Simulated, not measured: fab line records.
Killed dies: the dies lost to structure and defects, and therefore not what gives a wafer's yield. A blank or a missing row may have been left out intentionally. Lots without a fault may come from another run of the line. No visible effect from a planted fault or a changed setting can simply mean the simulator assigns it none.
Split-lot experiment -- flow n5 finfet -- route with 1938 steps; 7 lots, 21 wafers read

## SPLIT DETAILS
At N5_ILD0_ALD_15 (deposits SiNx, target thk 24 nm, pulse time 1 s, ald cycles 480), the setting ald cycles was moved away from the recipe's 480 on 7 of the 21 wafers read, by -12.9% to +11.7%. This setting was run at the recipe's value on the other wafers.

The split's own step is where the reading is taken.

## THE READING
SiNx_of_ILD0_ALD_15.thk nm (the simulator's own value, which no gauge read), in nm, at N5_ILD0_ALD_15 (deposits SiNx, target thk 24 nm, pulse time 1 s, ald cycles 480). There is no usual value for it anywhere in the file. Across the 14 wafers here that went through the recipe, the average is 24.0 nm and the standard deviation 0.091 nm.

wafer,"tool, chamber at the split",ald cycles as run,against the recipe,"SiNx_of_ILD0_ALD_15.thk nm, nm",against lot-mates on the recipe
L075.1,"ald sin-02, 1",455,-5.2%,22.8,-1.2
L075.2,"ald sin-02, 0,1",480,recipe,24,-
L075.6,"ald sin-02, 0,1",480,recipe,24,-
L076.1,"ald sin-01, 2",480,recipe,24,-
L076.3,"ald sin-01, 1",480,recipe,23.8,-
L076.5,"ald sin-01, 3",423,-11.9%,21,-2.9
L080.2,"ald sin-02, 2,0",480,recipe,24,-
L080.3,"ald sin-02, 2,0",480,recipe,24,-
L080.4,"ald sin-02, 3",536,+11.7%,26.8,+2.8
L083.3,"ald sin-03, 1",418,-12.9%,21,-3.0
L083.4,"ald sin-03, 0,1",480,recipe,24,-
L083.5,"ald sin-03, 0,1",480,recipe,24,-
L084.1,"ald sin-02, 3,0",521,+8.5%,26,+2.0
L084.5,"ald sin-02, 3,0",521,+8.5%,26,+2.0
L084.2,"ald sin-02, 0",480,recipe,24,-
L092.3,"ald sin-01, 1,2,3",480,recipe,24,-
L092.4,"ald sin-01, 1,2,3",480,recipe,24,-
L092.5,"ald sin-01, 1,2,3",480,recipe,24,-
L094.1,"ald sin-02, 3,2",480,recipe,24.2,-
L094.4,"ald sin-02, 3,2",480,recipe,24.2,-
L094.5,"ald sin-02, 3",430,-10.4%,21.6,-2.6
Where a row lists several chambers, the file gives one row for several wafers and doesn't say which wafer went through which chamber.

THE FIT
A straight line over all 21 wafers: SiNx_of_ILD0_ALD_15.thk nm changes by +0.238 nm for each +1% of ald cycles; r = +1.00; the points scatter about the line by 0.093 nm.
The same after taking each lot's own level away (the mean of its wafers on the recipe; 21 wafers): +0.239 nm for each +1%; r = +1.00; scatter 0.051 nm.
The reading moves by 3.1 nm for the largest change in ald cycles, on that fit.
From 23.90 to 24.20 nm: that is the span of the lots' own levels, equal to 3.3 times the standard deviation above.
Consequently the slope shifts little with the lot-to-lot level, the two slopes agreeing.
Check: with one of the wafers moved furthest among these (-12.9%) left out of the fit, the line predicts -3.12 nm for it against its lot-mates. It came out at -3 nm against them.

## FURTHER SPLITS ON THESE WAFERS
Note: prior to the reading, these wafers also went through further splits. Each is held against what the fit with the lots' levels taken away leaves over:
other split on the same wafers,wafers away from the commonest value,r with SiNx_of_ILD0_ALD_15.thk nm (lot level and that fit taken away)
N5_FIN_CUT_EXPOSE_05 dose mj,10,+0.06
N5_DUMMY_GATE_COAT_09 spin rpm,5,-0.04
N5_SD_EPI_N_COAT_03 spin rpm,5,-0.11
N5_SD_EPI_N_EXPOSE_06 dose mj,8,+0.06

## THE FILE'S OWN FIT
SiNx_of_ILD0_ALD_15.thk nm changes by +0.239 nm for each +1% of ald cycles, r = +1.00.
